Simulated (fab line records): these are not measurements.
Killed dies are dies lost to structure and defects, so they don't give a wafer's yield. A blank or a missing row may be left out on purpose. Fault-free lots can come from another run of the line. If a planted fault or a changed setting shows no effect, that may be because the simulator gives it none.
Comparing a struck lot with a sound one / flow n5 finfet / 15 steps out of a route of 1938
Sound: wafers L156.1, L156.2, L156.3. Struck: wafers L158.3, L158.6 (left out: L158.2, a lot-mate that was not struck); the cause follows at the end.
Order at every step that has rows: each side's tool, ch and its chambers, its first start. Under that, the readings that differ: sound wafers / struck wafers / difference of the means / sigmas: that difference in standard deviations of wafers without a fault.
alike: readings with means less than 2 such deviations apart, plus words and numbers identical on both sides. not compared: withheld readings, readings lacking a value on some wafer, bounds such as >300 that could conceal the same value, and numbers that have no deviation in the record and whose values overlap.
Wherever a step has rows on one side only, a row that says differs or no value, or a row with sigmas, the two part there. When numbers do not overlap yet have no deviation, they are printed without sigmas and do not part them. A reading that every wafer of one side lacks parts them only if that side has two wafers or more.

N5_DUMMY_GATE_ETCH_32: etches SiO2 in CF4, target depth 3.5 nm, time 3.9 s.
  sound on rie si-02 ch 0,1,2, day 4 07:16; struck on rie si-01 ch 1,2, day 4 17:07
  alike: bias w, drypump motor current A, oes product au, throttle valve pct
  not compared: rf hours counter h
N5_DUMMY_GATE_ETCH_23: etches poly-Si in HBr/Cl2/O2, target depth 41 nm, time 22.3 s.
  sound on rie si-02 ch 0,1,2, day 4 07:17; struck on rie si-01 ch 1,2, day 4 17:08
  alike: bias w, drypump motor current A, mfc cl2 sccm, oes product au, throttle valve pct
  not compared: rf hours counter h
then, 1 step without rows for these wafers: N5_DUMMY_GATE_ETCH_44 (etches poly-Si in HBr/O2, stops on SiO2, target depth 127.5 nm).
N5_DUMMY_GATE_CD_MEAS_24 targets a cd of 15 nm.
  sound: cd sem-03 at day 4 07:27; struck: cd sem-02 at day 4 17:19
  alike: cd nm
N5_DUMMY_GATE_ETCH_42: etches SiO2 in CHF3/O2, target depth 3.5 nm, time 31 s.
  sound on rie diel-02 ch 0,1,2, day 4 07:30; struck on rie diel-06 ch 0, day 4 17:22
reading=oes_ar_750_au (a.u.); sound=0.85 0.95 0.83; struck=0.73 0.73; difference=-0.15; sigmas=-2
reading=oes_f_703_au (a.u.); sound=0.85 0.96 0.83; struck=0.73 0.73; difference=-0.15; sigmas=-2
reading=oes product au (a.u.); sound=0.87 0.96 0.84; struck=0.72 0.72; difference=-0.17; sigmas=-2
  alike: bias w, drypump motor current A, rf vpp V, showerhead plenum p Torr, throttle valve pct
  not compared: rf hours counter h
N5_DUMMY_GATE_STRIP_48: strips in N2/H2, time 20 s.
  sound on rie diel-02 ch 0,1,2, day 4 07:33; struck on rie diel-06 ch 0, day 4 17:25
reading=oes product au (a.u.); sound=0.86 0.97 0.83; struck=0.72 0.72; difference=-0.17; sigmas=-2
  alike: bias power w, drypump motor current A, h2 flow sccm, rf vpp V, showerhead plenum p Torr, temp c, throttle valve pct
  not compared: rf hours counter h
then, 5 steps without rows for these wafers: N5_DUMMY_GATE_PRECLEAN_33 (cleans in dHF, time 10 s); N5_DUMMY_GATE_PRECLEAN_25 (cleans in O3/DIW, time 45 s); N5_DUMMY_GATE_PRECLEAN_51 (cleans in SC2, time 45 s); N5_DUMMY_GATE_SRD_26 (time 30 s); N5_DUMMY_GATE_UV_OZONE_45 (time 120 s).
N5_DUMMY_GATE_INSPECT_27: inspects for defects (brightfield).
  sound: defect inspect-02 at day 4 07:44; struck: defect inspect-02 at day 4 17:36
  alike: raw defect count
N5_SPACER0_ALD_07: deposits SiNx, target thk 2 nm.
  sound on ald sin-02 ch 0,1,3, day 4 08:19; struck on ald sin-02 ch 0,2, day 4 17:57
reading=model.SiNx_of_SPACER0_ALD_07.thk nm (nm); sound=2 2 2; struck=1.4 1.4; difference=-0.6; sigmas=
  alike: heater power w
N5_SPACER0_ALD_00: deposits SiOCN, target thk 3.5 nm, pulse time 3 s, purge time 2 s.
  sound on ald sin-02 ch 0,1,3, day 4 08:28; struck on ald sin-02 ch 0,2, day 4 18:06
  alike: heater power w, precursor pulse height rel
-- the record jumps here: 11 days lie between the struck wafers' starts before and after (it left off in module SPACER0 and takes up again in module PASSIVATION, whose first step shown is number 1936 of the route) --
N5_PASSIVATION_PROBE_49:
  record: rows for the struck wafers here (prober-01, day 15 07:19), none for the sound ones

== WHERE THEY PART ==
Last at N5_PASSIVATION_PROBE_49 as far as this record goes, first at N5_DUMMY_GATE_ETCH_42.

WHY: what had been put in by the simulator
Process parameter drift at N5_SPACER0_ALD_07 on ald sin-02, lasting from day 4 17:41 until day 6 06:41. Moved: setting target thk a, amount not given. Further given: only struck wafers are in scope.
